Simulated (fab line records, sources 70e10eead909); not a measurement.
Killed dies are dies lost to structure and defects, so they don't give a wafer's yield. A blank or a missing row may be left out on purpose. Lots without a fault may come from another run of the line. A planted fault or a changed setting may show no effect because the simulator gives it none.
fab line records | flow nand_harc
record lots=24 wafers=72 last_day=33
route steps=1302 shown P_ZERO_WELL@46 P_GATE@185 P_CONTACT@217
lots that met no fault: from a run of the same line without faults
start_h: hours from the record's first day to the start of the lot's first wafer shown | wait_h: hours since the lot's step before | " the same as in the row above | L1.1+2: a row that stands for several wafers | - no value, or no start given | * or withheld: withheld | < > ~ a bound
route shown NAME@n: a module of which the file shows steps, and the number in the route of the first | usual: mean/standard deviation of fault-free wafers | same: alike in all rows | chamber/n: place in a boat | sites: the reading at each site | _std_site: their standard deviation | _edge_site: outer sites' mean less inner sites' | radius_mm: how far each site lies from the wafer's centre | mask NAME#n: copy n | behind: the tool/chamber that last shaped the wafer | hold: why the lot was held/for how many hours/how that ended | device: the transistor (n, p or np) that didn't switch | end of line: the same wafers' tests at the end of the route | a step without rows: its recipe alone | killed: dies lost to structure and defects at the first sort, not the wafer's yield | map: a wafer's dies, x killed, . not, _ none there
set.NAME: the setting as run; set.NAME@STEP: as run at that earlier step | model.NAME: the simulator's own value behind a step, which no gauge read
steps of the route over a sample of lots; a table a step, a row a wafer
services: from which hour (start_h, from the record's first day; less than 0 if before it) a tool's chamber was out of use, for how many hours, and why
## steps
# step NHARC_P_ZERO_WELL_DESCUM_39
# recipe time_s=3 o2_flow_sccm=200 ar_flow_sccm=0 bias_power_w=0 chemistry=O2
# usual drypump_motor_current_A=5.6/0.42 oes_product_au=0.997/0.0086 rf_vpp_V=57.9/0.86 showerhead_plenum_p_Torr=1.94/0.074 throttle_valve_pct=11.312/0.0093
# same time_s=3
# columns lot.wafer tool chamber start_h wait_h drypump_motor_current_A oes_product_au rf_hours_counter_h rf_vpp_V showerhead_plenum_p_Torr throttle_valve_pct
L074.2 rie_diel-03 3 24.56 - 5.9 0.999 23 58.4 2.04 11.316
L074.1 " 0 " " 5.9 0.994 26 56.9 1.84 11.320
L074.5 " 3 " " 5.9 0.996 - 58.1 2.04 11.315
L075.1 rie_diel-03 0 34.23 - 5.9 0.993 29 58.0 1.84 11.308
L075.4 " 3 " " 5.9 0.991 26 58.3 2.04 11.319
L075.6 " 0 " " 5.9 0.996 - 59.2 1.84 11.300
L076.3 rie_diel-09 0 44.32 - 5.2 1.000 20 57.2 1.92 11.306
L076.4 " 1 " " 6.0 0.987 20 58.9 2.03 11.318
L076.2 " 2 " " 5.2 0.994 20 57.8 1.89 11.301
L077.1 rie_diel-03 0 54.32 - 5.9 1.000 42 55.8 1.84 11.310
L077.3 " 1 " " 5.7 1.008 39 58.5 1.86 11.326
L077.2 " 3 " " 5.9 0.996 41 59.3 2.03 11.317
L078.1 rie_diel-10 3 64.26 - 4.7 1.006 51 57.5 1.94 11.299
L078.2 " 0 " " 5.4 0.999 52 59.0 1.96 11.318
L078.6 " 3 " " 4.7 0.998 - 59.0 1.94 11.309
L079.2 rie_diel-03 3 74.31 - 5.9 1.002 47 57.3 2.03 11.323
L079.5 " 3 " " 5.9 0.999 - 57.8 2.03 11.291
L079.6 " 0 " " 6.0 1.004 - 56.9 1.83 11.308
L080.4 rie_diel-09 2 84.37 - 5.2 0.993 32 56.8 1.88 11.305
L080.1 " 3 " " 5.6 0.985 32 57.4 1.99 11.330
L080.2 " 1 " " 6.0 0.988 31 57.8 2.02 11.305
L081.1 rie_diel-10 2 94.87 - 6.0 0.999 6 58.8 2.07 11.317
L081.3 " 3 " " 4.7 0.982 6 57.2 1.94 11.306
L081.5 " 1 " " 6.4 0.977 - 58.7 1.94 11.317
L082.2 rie_diel-09 0 104.31 - 5.2 0.995 38 58.5 1.91 11.322
L082.4 " 3 " " 5.6 0.994 - 58.1 1.99 11.318
L082.5 " 2 " " 5.2 0.996 - 57.6 1.88 11.316
L083.2 rie_diel-03 3 114.75 - 5.9 0.988 0 59.8 2.02 11.307
L083.1 " 0 " " 5.9 1.007 0 56.5 1.83 11.307
L083.4 " 3 " " 5.9 0.993 - 58.3 2.02 11.330
L084.1 rie_diel-10 0 124.20 - 5.4 1.008 18 59.0 1.95 11.323
L084.4 " 2 " " 6.0 0.996 17 59.1 2.07 11.299
L084.6 " 1 " " 6.4 0.989 - 58.6 1.94 11.334
L085.2 rie_diel-10 1 134.40 - 6.4 0.987 21 57.8 1.94 11.319
L085.1 " 2 " " 6.1 1.000 20 57.4 2.07 11.312
L085.5 " 0 " " 5.4 1.007 - 57.3 1.95 11.315
L086.1 rie_diel-03 3 144.16 - 5.9 0.999 8 57.4 2.02 11.303
L086.2 " 0 " " 5.9 1.014 8 57.3 1.83 11.306
L086.5 " 3 " " 5.9 0.994 - 59.3 2.02 11.319
L087.2 rie_diel-10 3 154.44 - 4.7 0.982 26 57.2 1.93 11.314
L087.6 " 2 " " 6.1 0.987 - 57.0 2.07 11.312
L087.5 " 3 " " 4.7 0.980 - 57.1 1.93 11.333
L088.3 rie_diel-09 3 164.34 - 5.6 1.002 2 59.4 1.98 11.315
L088.5 " 3 " " 5.6 1.015 - 58.0 1.98 11.314
L088.6 " 0 " " 5.2 0.996 - 57.4 1.91 11.311
L089.4 rie_diel-09 1 177.14 - 6.0 0.995 4 58.4 2.01 11.324
L089.2 " 2 " " 5.2 0.987 5 57.9 1.88 11.301
L089.5 " 1 " " 6.0 0.982 - 57.9 2.01 11.322
L090.2 rie_diel-03 1 184.25 - 5.7 1.008 28 56.1 1.84 11.320
L090.5 " 1 " " 5.7 1.006 - 57.9 1.84 11.318
L090.6 " 2 " " 5.4 1.001 - 59.4 2.02 11.309
L091.2 rie_diel-10 0 194.31 - 5.5 1.013 37 59.0 1.95 11.314
L091.3 " 1 " " 6.4 0.990 44 57.1 1.93 11.305
L091.1 " 2 " " 6.1 1.001 43 57.7 2.06 11.321
L092.4 rie_diel-09 3 204.40 - 5.6 0.998 15 57.5 1.98 11.314
L092.1 " 0 " " 5.2 0.993 16 57.8 1.90 11.311
L092.6 " 3 " " 5.6 0.993 - 57.8 1.98 11.315
L093.4 rie_diel-03 1 214.16 - 5.7 0.990 36 57.5 1.84 11.327
L093.5 " 2 " " 5.4 0.995 - 57.1 2.02 11.309
L093.6 " 3 " " 5.9 0.980 - 57.0 2.01 11.307
L094.1 rie_diel-09 3 225.47 - 5.6 1.006 23 56.7 1.98 11.320
L094.3 " 0 " " 5.2 1.010 22 58.8 1.90 11.328
L094.6 " 0 " " 5.2 1.010 - 57.4 1.90 11.295
L095.4 rie_diel-09 0 234.28 - 5.2 0.997 23 58.6 1.90 11.317
L095.3 " 2 " " 5.2 0.994 22 56.4 1.87 11.326
L095.5 " 3 " " 5.6 1.005 - 58.9 1.98 11.310
L096.1 rie_diel-03 3 244.20 - 5.9 0.986 42 58.7 2.01 11.320
L096.4 " 2 " " 5.4 1.007 42 57.6 2.01 11.316
L096.6 " 3 " " 5.9 0.997 - 58.8 2.01 11.329
L097.4 rie_diel-03 3 254.15 - 5.9 0.981 45 57.7 2.01 11.319
L097.3 " 1 " " 5.7 0.994 48 57.6 1.84 11.309
L097.6 " 3 " " 5.9 0.989 - 58.3 2.01 11.303
# step NHARC_P_GATE_CD_MEAS_59
# recipe target_cd_nm=720 landing_energy_ev=500
# usual cd_nm=720.1/2.2
# columns lot.wafer tool chamber start_h wait_h cd_nm
L074.1 cd_sem-01 0 113.71 - 718.5
L074.2 " 0 " " 718.8
L074.5 " 0 " " 721.1
L075.1 cd_sem-01 0 116.61 - 719.2
L075.4 " 0 " " 717.8
L075.6 " 0 " " 721.1
L076.2 cd_sem-01 0 131.26 - 719.1
L076.3 " 0 " " 718.0
L076.4 " 0 " " 716.3
L077.1 cd_sem-02 0 141.23 - 717.5
L077.2 " 0 " " 718.0
L077.3 " 0 " " 718.8
L078.1 cd_sem-02 0 147.44 - 719.1
L078.2 " 0 " " 717.3
L078.6 " 0 " " 717.5
L079.2 cd_sem-03 0 163.56 - 724.8
L079.5 " 0 " " 719.2
L079.6 " 0 " " 720.5
L080.1 cd_sem-03 0 182.44 - 717.9
L080.2 " 0 " " 719.0
L080.4 " 0 " " 717.0
L081.1 cd_sem-02 0 182.48 - 721.5
L081.3 " 0 " " 721.5
L081.5 " 0 " " 718.3
L082.2 cd_sem-03 0 191.22 - 722.2
L082.4 " 0 " " 723.1
L082.5 " 0 " " 721.0
L084.1 cd_sem-03 0 207.36 - 718.1
L084.4 " 0 " " 719.2
L084.6 " 0 " " 719.2
L083.1 cd_sem-03 0 208.84 - 718.4
L083.2 " 0 " " 719.0
L083.4 " 0 " " 717.7
L085.1 cd_sem-02 0 226.34 - 716.9
L085.2 " 0 " " 719.5
L085.5 " 0 " " 717.6
L086.1 cd_sem-02 0 232.41 - 724.7
L086.2 " 0 " " 718.6
L086.5 " 0 " " 721.6
L087.2 cd_sem-03 0 235.61 - 722.0
L087.5 " 0 " " 722.2
L087.6 " 0 " " 720.4
L088.3 cd_sem-03 0 247.54 - 718.3
L088.5 " 0 " " 719.2
L088.6 " 0 " " 722.1
L089.2 cd_sem-01 0 268.42 - 719.9
L089.4 " 0 " " 718.6
L089.5 " 0 " " 718.3
L090.2 cd_sem-01 0 275.13 - 715.2
L090.5 " 0 " " 718.5
L090.6 " 0 " " 715.9
L091.1 cd_sem-01 0 280.16 - 721.5
L091.2 " 0 " " 720.1
L091.3 " 0 " " 719.1
L092.1 cd_sem-02 0 285.64 - 718.8
L092.4 " 0 " " 718.1
L092.6 " 0 " " 719.5
L093.4 cd_sem-01 0 298.85 - 721.4
L093.5 " 0 " " 720.0
L093.6 " 0 " " 718.1
L094.1 cd_sem-03 0 310.68 - 719.6
L094.3 " 0 " " 722.2
L094.6 " 0 " " 717.8
L095.3 cd_sem-03 0 314.91 - 721.0
L095.4 " 0 " " 724.2
L095.5 " 0 " " 719.7
L096.1 cd_sem-02 0 325.29 - 723.9
L096.4 " 0 " " 725.2
L096.6 " 0 " " 722.0
L097.3 cd_sem-02 0 337.92 - 724.5
L097.4 " 0 " " 723.5
L097.6 " 0 " " 725.8
# step NHARC_P_GATE_DESCUM_61
# recipe time_s=3 o2_flow_sccm=200 ar_flow_sccm=0 bias_power_w=0 chemistry=O2
# usual drypump_motor_current_A=5.6/0.52 oes_product_au=0.997/0.0096 rf_vpp_V=57.8/0.89 showerhead_plenum_p_Torr=1.93/0.078 throttle_valve_pct=11.311/0.009
# same time_s=3
# columns lot.wafer tool chamber start_h wait_h drypump_motor_current_A oes_product_au rf_hours_counter_h rf_vpp_V showerhead_plenum_p_Torr throttle_valve_pct
L074.1 rie_diel-07 2 113.87 - 6.4 0.981 9 57.4 1.82 11.314
L074.2 " 0 " " 5.7 0.973 11 56.6 1.81 11.312
L074.5 " 3 " " 5.4 0.977 - 57.1 1.86 11.315
L075.1 rie_diel-01 2 116.77 - 5.9 1.021 3 57.2 2.06 11.316
L075.4 " 3 " " 4.7 0.998 3 58.3 1.96 11.305
L075.6 " 2 " " 5.9 1.009 - 58.7 2.06 11.292
L076.3 rie_diel-07 3 131.43 - 5.4 0.991 0 56.1 1.86 11.305
L076.2 " 0 " " 5.7 0.992 0 58.0 1.81 11.318
L076.4 " 3 " " 5.4 0.978 - 57.4 1.86 11.307
L077.1 rie_diel-07 1 141.40 - 5.8 0.988 1 56.9 1.92 11.306
L077.2 " 2 " " 6.4 0.995 1 57.5 1.82 11.317
L077.3 " 3 " " 5.4 0.998 1 57.0 1.86 11.315
L078.2 rie_diel-02 2 147.60 - 6.3 0.983 8 57.1 1.92 11.319
L078.1 " 0 " " 5.6 1.007 7 58.9 1.99 11.312
L078.6 " 3 " " 5.0 1.006 - 58.4 1.92 11.304
L079.2 rie_diel-02 2 163.74 - 6.4 0.991 8 57.3 1.92 11.330
L079.6 " 2 " " 6.3 0.992 - 57.8 1.92 11.302
L079.5 " 3 " " 5.0 1.022 - 58.2 1.92 11.321
L080.2 rie_diel-02 0 182.62 - 5.6 1.016 10 59.1 1.98 11.303
L080.1 " 2 " " 6.3 0.985 11 58.1 1.92 11.302
L080.4 " 0 " " 5.6 1.014 - 57.7 1.98 11.296
L081.1 rie_diel-07 0 182.66 - 5.7 0.988 4 57.0 1.81 11.312
L081.3 " 3 " " 5.4 0.999 4 56.6 1.86 11.304
L081.5 " 1 " " 5.8 1.000 - 57.8 1.92 11.321
L082.2 rie_diel-01 3 191.40 - 4.8 0.993 7 56.9 1.96 11.307
L082.4 " 2 " " 5.9 1.008 - 58.0 2.06 11.304
L082.5 " 3 " " 4.8 1.007 - 60.1 1.96 11.312
L084.1 rie_diel-02 3 207.56 - 4.9 1.004 12 57.6 1.91 11.309
L084.6 " 2 " " 6.3 0.985 - 59.3 1.92 11.308
L084.4 " 3 " " 4.9 1.013 - 57.0 1.92 11.313
L083.4 rie_diel-07 1 209.00 - 5.8 0.999 4 58.8 1.92 11.310
L083.1 " 3 " " 5.4 0.996 5 57.4 1.86 11.312
L083.2 " 0 " " 5.7 0.995 4 56.8 1.81 11.308
L085.2 rie_diel-01 0 226.51 - 4.8 1.004 0 58.4 1.83 11.297
L085.1 " 1 " " 5.1 0.999 0 60.4 2.05 11.302
L085.5 " 0 " " 4.8 0.992 - 57.8 1.83 11.327
L086.1 rie_diel-01 1 232.57 - 5.1 0.994 0 58.0 2.05 11.296
L086.2 " 2 " " 5.9 0.996 0 59.4 2.06 11.314
L086.5 " 1 " " 5.1 0.985 - 59.4 2.05 11.317
L087.2 rie_diel-02 3 235.80 - 5.0 0.998 1 57.8 1.91 11.327
L087.5 " 0 " " 5.6 1.007 - 58.4 1.98 11.305
L087.6 " 3 " " 5.0 0.992 - 56.8 1.91 11.286
L088.3 rie_diel-01 0 247.73 - 4.8 1.005 2 57.0 1.83 11.300
L088.5 " 1 " " 5.2 0.994 - 58.5 2.05 11.313
L088.6 " 2 " " 5.9 0.998 - 58.6 2.06 11.306
L089.2 rie_diel-07 3 268.59 - 5.4 0.972 6 58.4 1.86 11.301
L089.4 " 0 " " 5.7 0.994 6 58.5 1.81 11.322
L089.5 " 3 " " 5.4 0.998 - 58.0 1.86 11.328
L090.2 rie_diel-02 0 275.30 - 5.7 0.998 4 59.4 1.98 11.322
L090.6 " 3 " " 5.0 0.992 - 58.5 1.91 11.320
L090.5 " 0 " " 5.7 1.000 - 57.9 1.98 11.305
L091.2 rie_diel-01 0 280.32 - 4.8 1.001 3 56.8 1.83 11.308
L091.1 " 2 " " 5.9 0.998 4 58.9 2.06 11.305
L091.3 " 3 " " 4.8 0.991 4 58.4 1.95 11.316
L092.4 rie_diel-02 2 285.84 - 6.4 0.999 6 60.0 1.92 11.323
L092.1 " 3 " " 5.0 0.987 6 59.0 1.91 11.302
L092.6 " 0 " " 5.6 1.000 - 57.4 1.98 11.311
L093.4 rie_diel-01 1 299.00 - 5.1 0.996 5 57.7 2.05 11.305
L093.5 " 1 " " 5.1 0.994 - 57.3 2.05 11.338
L093.6 " 2 " " 5.9 0.998 - 58.5 2.06 11.328
L094.1 rie_diel-02 1 310.87 - 6.0 0.996 3 56.3 1.99 11.305
L094.3 " 2 " " 6.4 1.004 7 57.9 1.92 11.317
L094.6 " 3 " " 5.0 0.992 - 56.6 1.91 11.316
L095.4 rie_diel-02 0 315.08 - 5.7 0.992 7 57.8 1.98 11.319
L095.3 " 1 " " 6.0 0.999 3 57.5 1.99 11.293
L095.5 " 0 " " 5.7 1.006 - 57.5 1.98 11.302
L096.4 rie_diel-02 1 325.47 - 6.0 0.984 3 59.0 1.99 11.309
L096.1 " 2 " " 6.3 1.002 7 56.6 1.92 11.308
L096.6 " 0 " " 5.6 0.990 - 58.4 1.98 11.303
L097.3 rie_diel-07 3 338.07 - 5.4 0.999 3 57.6 1.85 11.297
L097.4 " 2 " " 6.4 0.998 4 58.1 1.81 11.311
L097.6 " 0 " " 5.7 0.983 - 57.7 1.81 11.316
# step NHARC_P_GATE_STRIP_76
# recipe power_w=1500 temp_c=250 chemistry=O2
# usual drypump_motor_current_A=5.3/0.46 heater_power_w=352/14
# columns lot.wafer tool chamber start_h wait_h drypump_motor_current_A heater_power_w rf_hours_counter_h
L074.2 plasma_asher-02 0 114.50 0.2 5.7 337 8
L074.1 " 1 " " 5.8 352 8
L074.5 " 1 " " 5.8 349 -
L075.1 plasma_asher-02 1 117.40 0.2 5.8 345 9
L075.4 " 1 " " 5.8 344 -
L075.6 " 0 " " 5.7 327 -
L076.2 plasma_asher-01 1 132.08 0.2 5.2 338 27
L076.3 " 0 " " 4.7 355 -
L076.4 " 1 " " 5.2 332 -
L077.1 plasma_asher-02 0 142.03 0.2 5.7 339 14
L077.2 " 1 " " 5.9 350 14
L077.3 " 1 " " 5.8 353 -
L078.2 plasma_asher-01 0 148.25 0.2 4.7 368 30
L078.1 " 1 " " 5.2 337 30
L078.6 " 1 " " 5.2 329 -
L079.2 plasma_asher-02 1 164.37 0.2 5.9 345 19
L079.5 " 1 " " 5.8 346 -
L079.6 " 0 " " 5.7 332 -
L080.1 plasma_asher-01 1 183.26 0.2 5.2 368 2
L080.2 " 0 " " 4.7 351 2
L080.4 " 0 " " 4.7 354 -
L081.1 plasma_asher-02 1 183.45 0.2 5.8 351 25
L081.3 " 0 " " 5.7 333 -
L081.5 " 1 " " 5.8 341 -
L082.2 plasma_asher-01 1 192.12 0.2 5.2 354 4
L082.4 " 1 " " 5.2 371 -
L082.5 " 1 " " 5.2 363 -
L084.1 plasma_asher-02 1 208.19 0.2 5.8 338 30
L084.4 " 1 " " 5.8 350 -
L084.6 " 1 " " 5.8 340 -
L083.1 plasma_asher-02 0 209.63 0.2 5.7 337 30
L083.2 " 1 " " 5.9 349 30
L083.4 " 1 " " 5.8 347 -
L085.1 plasma_asher-01 1 227.13 0.2 5.2 372 10
L085.2 " 0 " " 4.7 363 10
L085.5 " 0 " " 4.7 346 -
L086.1 plasma_asher-01 1 233.20 0.2 5.2 360 11
L086.2 " 0 " " 4.7 355 11
L086.5 " 1 " " 5.2 366 -
L087.2 plasma_asher-01 0 236.42 0.2 4.7 365 12
L087.5 " 0 " " 4.7 360 -
L087.6 " 1 " " 5.2 364 -
L088.3 plasma_asher-02 1 248.35 0.2 5.8 349 -
L088.5 " 1 " " 5.8 347 -
L088.6 " 0 " " 5.7 327 -
L089.2 plasma_asher-01 0 269.21 0.2 4.7 365 20
L089.4 " 1 " " 5.2 368 -
L089.5 " 0 " " 4.7 357 -
L090.2 plasma_asher-01 0 275.91 0.2 4.7 360 22
L090.5 " 0 " " 4.7 360 -
L090.6 " 1 " " 5.2 363 -
L091.2 plasma_asher-02 1 280.95 0.2 5.8 367 6
L091.1 " 0 " " 5.7 342 6
L091.3 " 0 " " 5.7 338 -
L092.1 plasma_asher-01 0 286.46 0.2 4.7 342 24
L092.4 " 1 " " 5.2 367 -
L092.6 " 1 " " 5.2 368 -
L093.4 plasma_asher-01 0 299.65 0.2 4.7 355 -
L093.5 " 0 " " 4.7 353 -
L093.6 " 1 " " 5.2 367 -
L094.1 plasma_asher-02 0 311.47 0.2 5.7 337 11
L094.3 " 1 " " 5.9 372 -
L094.6 " 0 " " 5.8 340 -
L095.4 plasma_asher-01 1 315.72 0.2 5.2 366 -
L095.3 " 0 " " 4.7 354 -
L095.5 " 0 " " 4.7 351 -
L096.1 plasma_asher-01 1 326.09 0.2 5.2 370 30
L096.4 " 0 " " 4.7 360 -
L096.6 " 0 " " 4.7 359 -
L097.4 plasma_asher-01 0 338.75 0.2 4.7 359 -
L097.3 " 1 " " 5.2 378 -
L097.6 " 1 " " 5.2 366 -
# step NHARC_P_CONTACT_DEP_30
# recipe target_thk_a=300 temp_c=400 target_thk_nm=30 flow_sccm=200 rf_w=450 material=SiNx
# usual heater_power_w=719/98
# columns lot.wafer tool chamber start_h wait_h heater_power_w
L074.2 pecvd-04 2 119.03 0.1 705
L074.1 " 0 " " 637
L074.5 " 0 " " 645
L075.1 pecvd-02 1 121.70 0.1 667
L075.6 " 0 " " 698
L075.4 " 1 " " 668
L076.3 pecvd-02 1 136.12 0.1 757
L076.2 " 2 " " 797
L076.4 " 1 " " 751
L077.1 pecvd-01 1 145.98 0.1 910
L077.2 " 2 " " 571
L077.3 " 0 " " 918
L078.1 pecvd-04 2 152.34 0.1 579
L078.2 " 0 " " 753
L078.6 " 0 " " 779
L079.2 pecvd-04 2 168.75 0.1 664
L079.5 " 1 " " 849
L079.6 " 2 " " 669
L080.1 pecvd-02 1 187.46 0.1 731
L080.2 " 2 " " 671
L080.4 " 2 " " 682
L081.3 pecvd-04 0 187.71 0.1 759
L081.1 " 1 " " 825
L081.5 " 0 " " 759
L082.2 pecvd-01 0 196.21 0.1 800
L082.5 " 0 " " 838
L082.4 " 1 " " 914
L084.1 pecvd-01 1 212.20 0.1 815
L084.6 " 1 " " 815
L084.4 " 2 " " 580
L083.2 pecvd-04 0 213.74 0.1 711
L083.1 " 1 " " 842
L083.4 " 2 " " 645
L085.1 pecvd-04 0 231.24 0.1 676
L085.2 " 1 " " 814
L085.5 " 1 " " 823
L086.2 pecvd-04 2 237.35 0.1 583
L086.1 " 0 " " 767
L086.5 " 0 " " 773
L087.2 pecvd-01 1 240.40 0.1 992
L087.5 " 1 " " 797
L087.6 " 2 " " 546
L088.3 pecvd-04 1 252.60 0.1 848
L088.5 " 0 " " 623
L088.6 " 2 " " 592
L089.2 pecvd-02 1 273.41 0.2 690
L089.5 " 2 " " 810
L089.4 " 1 " " 699
L090.2 pecvd-02 0 280.15 0.2 625
L090.5 " 2 " " 834
L090.6 " 1 " " 722
L091.2 pecvd-04 1 284.89 0.1 755
L091.3 " 2 " " 626
L091.1 " 0 " " 645
L092.1 pecvd-04 1 290.42 0.1 796
L092.6 " 0 " " 659
L092.4 " 1 " " 798
L093.5 pecvd-02 0 303.82 0.2 667
L093.6 " 1 " " 630
L093.4 " 2 " " 770
L094.1 pecvd-04 2 315.59 0.1 675
L094.3 " 0 " " 740
L094.6 " 2 " " 657
L095.3 pecvd-04 0 319.86 0.1 598
L095.5 " 1 " " 763
L095.4 " 0 " " 630
L096.1 pecvd-04 1 330.00 0.1 756
L096.4 " 2 " " 634
L096.6 " 0 " " 686
L097.3 pecvd-02 2 342.72 0.1 802
L097.6 " 1 " " 695
L097.4 " 0 " " 619
# step NHARC_P_CONTACT_ETCH_36
# recipe target_depth_a=2600 over_etch_frac=0.25 time_s=406.25 ion_energy_ev=200 n2_flow_sccm=150 h2_flow_sccm=150 ar_flow_sccm=0 rf_w=400 bias_w=150 chemistry=N2/H2
# usual drypump_motor_current_A=5.43/0.29 oes_product_au=1.001/0.012 rf_vpp_V=430.9/2.6 showerhead_plenum_p_Torr=2.05/0.09 throttle_valve_pct=14.172/0.0085
# same time_s=406.25
# columns lot.wafer tool chamber start_h wait_h drypump_motor_current_A oes_product_au rf_hours_counter_h rf_vpp_V showerhead_plenum_p_Torr throttle_valve_pct
L074.1 rie_diel-13 3 - - 5.21 1.001 3.4 434.8 2.19 14.169
L074.2 " 0 " " 5.67 0.996 3.4 431.5 2.06 14.178
L074.5 " 2 " " 5.68 0.988 - 434.2 2.16 14.179
L075.1 rie_diel-12 0 - - 5.54 1.021 0.8 433.2 2.07 14.179
L075.4 " 1 " " 5.53 1.010 0.7 427.7 1.94 14.177
L075.6 " 3 " " 5.41 1.003 - 432.1 2.06 14.185
L076.4 rie_diel-13 1 - - 5.74 0.990 4.3 428.8 1.98 14.168
L076.2 " 2 " " 5.68 1.002 4.4 434.3 2.16 14.167
L076.3 " 3 " " 5.19 1.001 4.0 435.4 2.19 14.188
L077.1 rie_diel-12 2 - - 4.87 1.008 1.7 432.6 2.11 14.170
L077.3 " 3 " " 5.44 1.005 1.8 429.7 2.06 14.179
L077.2 " 1 " " 5.54 1.008 1.4 428.0 1.94 14.183
L078.1 rie_diel-13 0 - - 5.69 1.001 4.5 431.4 2.06 14.151
L078.2 " 1 " " 5.75 0.996 5.2 428.6 1.98 14.165
L078.6 " 0 " " 5.68 0.998 - 432.7 2.06 14.167
L079.2 rie_diel-12 0 - - 5.54 1.007 2.0 432.3 2.07 14.168
L079.5 " 3 " " 5.41 0.989 - 430.4 2.06 14.179
L079.6 " 0 " " 5.55 1.006 - 432.0 2.07 14.186
L080.2 rie_diel-12 3 - - 5.43 0.997 3.0 430.0 2.06 14.179
L080.1 " 0 " " 5.57 1.011 2.6 431.3 2.07 14.165
L080.4 " 2 " " 4.83 1.020 2.8 431.9 2.11 14.165
L081.1 rie_diel-13 0 - - 5.69 0.980 0.2 431.8 2.06 14.155
L081.3 " 1 " " 5.73 1.023 0.2 429.5 1.98 14.170
L081.5 " 3 " " 5.19 0.993 - 433.3 2.19 14.173
L082.2 rie_diel-13 1 - - 5.72 1.007 0.5 428.6 1.98 14.161
L082.4 " 0 " " 5.68 0.992 0.6 431.0 2.06 14.174
L082.5 " 1 " " 5.72 1.022 - 428.9 1.98 14.172
L084.1 rie_diel-12 1 - - 5.51 1.021 2.9 427.2 1.94 14.161
L084.4 " 3 " " 5.46 0.992 3.9 430.3 2.06 14.175
L084.6 " 1 " " 5.53 1.012 - 427.1 1.94 14.163
L083.2 rie_diel-13 2 - - 5.67 0.980 1.5 432.5 2.16 14.162
L083.4 " 3 " " 5.21 1.004 1.4 435.0 2.19 14.173
L083.1 " 1 " " 5.73 1.021 1.2 428.9 1.98 14.173
L085.2 rie_diel-13 0 - - 5.70 0.995 1.7 431.9 2.06 14.165
L085.1 " 3 " " 5.21 0.998 2.1 434.7 2.19 14.162
L085.5 " 1 " " 5.74 1.008 - 430.3 1.98 14.182
L086.2 rie_diel-13 3 - - 5.19 1.000 2.5 434.0 2.19 14.168
L086.1 " 0 " " 5.68 0.991 2.3 431.7 2.06 14.176
L086.5 " 1 " " 5.74 1.025 - 430.3 1.98 14.177
L087.2 rie_diel-13 0 - - 5.67 0.981 2.6 432.0 2.06 14.173
L087.5 " 1 " " 5.72 1.019 - 428.4 1.98 14.170
L087.6 " 0 " " 5.67 0.986 - 430.9 2.06 14.171
L088.3 rie_diel-12 2 - - 4.83 1.003 4.4 432.8 2.11 14.174
L088.5 " 3 " " 5.40 1.001 - 430.1 2.06 14.146
L088.6 " 2 " " 4.84 1.008 - 431.8 2.11 14.179
L089.2 rie_diel-13 1 275.26 0.2 5.74 1.017 4.1 428.5 1.98 14.178
L089.4 " 1 " " 5.74 1.017 - 428.1 1.98 14.167
L089.5 " 1 " " 5.75 1.016 - 429.2 1.98 14.187
L090.2 rie_diel-04 3 - - 5.46 1.003 4.4 430.8 2.01 14.158
L090.5 " 0 " " 5.36 1.024 - 427.2 1.89 14.175
L090.6 " 1 " " 4.85 1.000 - 427.3 1.95 14.160
L091.2 rie_diel-04 0 - - 5.41 1.017 4.5 425.6 1.89 14.162
L091.3 " 1 " " 4.84 0.996 4.8 427.1 1.95 14.168
L091.1 " 2 " " 5.03 0.996 5.0 432.8 2.10 14.190
L092.1 rie_diel-13 3 - - 5.19 0.991 4.8 434.0 2.19 14.174
L092.4 " 0 " " 5.67 0.988 3.8 431.0 2.06 14.172
L092.6 " 1 " " 5.72 1.010 - 427.6 1.98 14.171
L093.4 rie_diel-04 1 - - 4.83 0.983 5.5 428.4 1.95 14.163
L093.5 " 2 " " 5.01 0.990 - 433.2 2.10 14.164
L093.6 " 3 " " 5.46 1.002 - 428.9 2.01 14.180
L094.3 rie_diel-04 3 - - 5.44 0.992 6.2 429.7 2.01 14.164
L094.1 " 0 " " 5.32 1.010 5.9 427.0 1.89 14.169
L094.6 " 1 " " 4.86 0.981 - 428.9 1.95 14.182
L095.3 rie_diel-04 0 - - 5.42 1.014 6.2 426.3 1.89 14.176
L095.4 " 1 " " 4.86 0.980 6.6 427.8 1.95 14.173
L095.5 " 3 " " 5.45 0.998 - 428.4 2.01 14.165
L096.4 rie_diel-13 0 - - 5.68 0.985 4.8 430.6 2.06 14.179
L096.1 " 2 " " 5.68 0.983 4.4 434.7 2.16 14.174
L096.6 " 1 " " 5.73 1.006 - 430.0 1.98 14.181
L097.4 rie_diel-04 3 - - 5.44 0.992 7.6 430.2 2.01 14.174
L097.3 " 2 " " 5.01 0.995 8.4 432.1 2.10 14.159
L097.6 " 0 " " 5.36 1.016 - 426.4 1.89 14.170
## services
# columns tool chamber start_h hours kind
rie_diel-13 3 3.09 3.6 repair
rie_diel-13 0 11.80 7.1 repair
pecvd-04 - 28.98 3.2 repair
rie_diel-13 0 82.72 9.9 repair
pecvd-04 - 88.00 13.0 pm
pecvd-04 1 110.86 20.2 repair
rie_diel-13 - 114.98 2.5 repair
pecvd-04 - 120.00 1.3 repair
rie_diel-13 - 143.56 1.5 repair
rie_diel-13 3 149.60 10.5 repair
plasma_asher-01 - 153.04 0.3 repair
rie_diel-13 2 160.77 10.4 repair
rie_diel-13 - 165.07 9.0 pm
plasma_asher-01 - 165.51 9.0 pm
rie_diel-13 2 241.58 6.1 repair
rie_diel-13 0 247.66 2.4 repair
pecvd-04 - 269.00 13.0 pm
rie_diel-13 2 269.73 16.6 repair
rie_diel-13 0 273.06 3.4 repair
pecvd-04 - 292.01 1.3 repair
rie_diel-13 - 306.01 0.5 repair
plasma_asher-01 - 311.92 1.4 repair
pecvd-04 - 332.01 2.2 repair
plasma_asher-01 - 342.51 9.0 pm
## key
fault none
